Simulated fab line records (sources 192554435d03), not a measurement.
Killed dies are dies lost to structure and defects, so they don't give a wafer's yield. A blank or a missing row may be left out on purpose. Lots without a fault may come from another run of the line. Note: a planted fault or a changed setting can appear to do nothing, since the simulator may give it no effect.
Matching of chambers || flow n5-finfet || rie-diel-03 running N5_HKMG_FIN_STRIP_89: 4 sister chambers
The step strips SOC in N2/H2, time 20 s. 8 wafers are shown with their chamber, then 11 later ones without.

== WAFERS WITH THEIR CHAMBER ==
{"wafer": "L083.5", "chamber": 1, "throttle-valve-pct (%)": 18.2, "showerhead-plenum-p-Torr (Torr)": 3.54}
{"wafer": "L088.3", "chamber": 2, "throttle-valve-pct (%)": 18.6, "showerhead-plenum-p-Torr (Torr)": 3.22}
{"wafer": "L088.6", "chamber": 2, "throttle-valve-pct (%)": 18.5, "showerhead-plenum-p-Torr (Torr)": 3.22}
{"wafer": "L089.3", "chamber": 3, "throttle-valve-pct (%)": 19.4, "showerhead-plenum-p-Torr (Torr)": 3.45}
{"wafer": "L090.4", "chamber": 0, "throttle-valve-pct (%)": 19.5, "showerhead-plenum-p-Torr (Torr)": 3.50}
{"wafer": "L090.5", "chamber": 1, "throttle-valve-pct (%)": 18.2, "showerhead-plenum-p-Torr (Torr)": 3.53}
{"wafer": "L090.6", "chamber": 0, "throttle-valve-pct (%)": 19.5, "showerhead-plenum-p-Torr (Torr)": 3.50}
{"wafer": "L093.1", "chamber": 3, "throttle-valve-pct (%)": 19.4, "showerhead-plenum-p-Torr (Torr)": 3.44}

== WAFERS WITHOUT THEIR CHAMBER ==
{"wafer": "L093.5", "throttle-valve-pct (%)": 19.6, "showerhead-plenum-p-Torr (Torr)": 3.49}
{"wafer": "L093.6", "throttle-valve-pct (%)": 18.6, "showerhead-plenum-p-Torr (Torr)": 3.21}
{"wafer": "L095.1", "throttle-valve-pct (%)": 18.2, "showerhead-plenum-p-Torr (Torr)": 3.52}
{"wafer": "L095.3", "throttle-valve-pct (%)": 18.6, "showerhead-plenum-p-Torr (Torr)": 3.20}
{"wafer": "L095.5", "throttle-valve-pct (%)": 19.5, "showerhead-plenum-p-Torr (Torr)": 3.49}
{"wafer": "L096.2", "throttle-valve-pct (%)": 18.6, "showerhead-plenum-p-Torr (Torr)": 3.20}
{"wafer": "L096.4", "throttle-valve-pct (%)": 18.2, "showerhead-plenum-p-Torr (Torr)": 3.52}
{"wafer": "L096.6", "throttle-valve-pct (%)": 19.6, "showerhead-plenum-p-Torr (Torr)": 3.49}
{"wafer": "L097.2", "throttle-valve-pct (%)": 18.2, "showerhead-plenum-p-Torr (Torr)": 3.52}
{"wafer": "L097.3", "throttle-valve-pct (%)": 19.4, "showerhead-plenum-p-Torr (Torr)": 3.44}
{"wafer": "L097.4", "throttle-valve-pct (%)": 18.6, "showerhead-plenum-p-Torr (Torr)": 3.20}

== EACH ONE'S CHAMBER ==
{"wafer": "L093.5", "from the rows above": 0, "in truth": 0}
{"wafer": "L093.6", "from the rows above": 2, "in truth": 2}
{"wafer": "L095.1", "from the rows above": 1, "in truth": 1}
{"wafer": "L095.3", "from the rows above": 2, "in truth": 2}
{"wafer": "L095.5", "from the rows above": 0, "in truth": 0}
{"wafer": "L096.2", "from the rows above": 2, "in truth": 2}
{"wafer": "L096.4", "from the rows above": 1, "in truth": 1}
{"wafer": "L096.6", "from the rows above": 0, "in truth": 0}
{"wafer": "L097.2", "from the rows above": 1, "in truth": 1}
{"wafer": "L097.3", "from the rows above": 3, "in truth": 3}
{"wafer": "L097.4", "from the rows above": 2, "in truth": 2}
11 of 11 placed correctly. Number that these rows cannot place: 0. Number placed wrongly: 0.
How it was worked out, from the rows above alone: a wafer's distance from a chamber is the root of the sum, over the readings, of the square of ((its reading less the chamber's mean) divided by the reading's scatter). If the next closest chamber is less than 2 further off than the closest, the wafer can't be placed; otherwise it belongs to the closest. Each chamber's mean is taken over the wafers shown for it. The scatter: take each reading less its chamber's mean, square it, sum over the shown wafers, divide by the number of wafers less the number of chambers, and take the root.
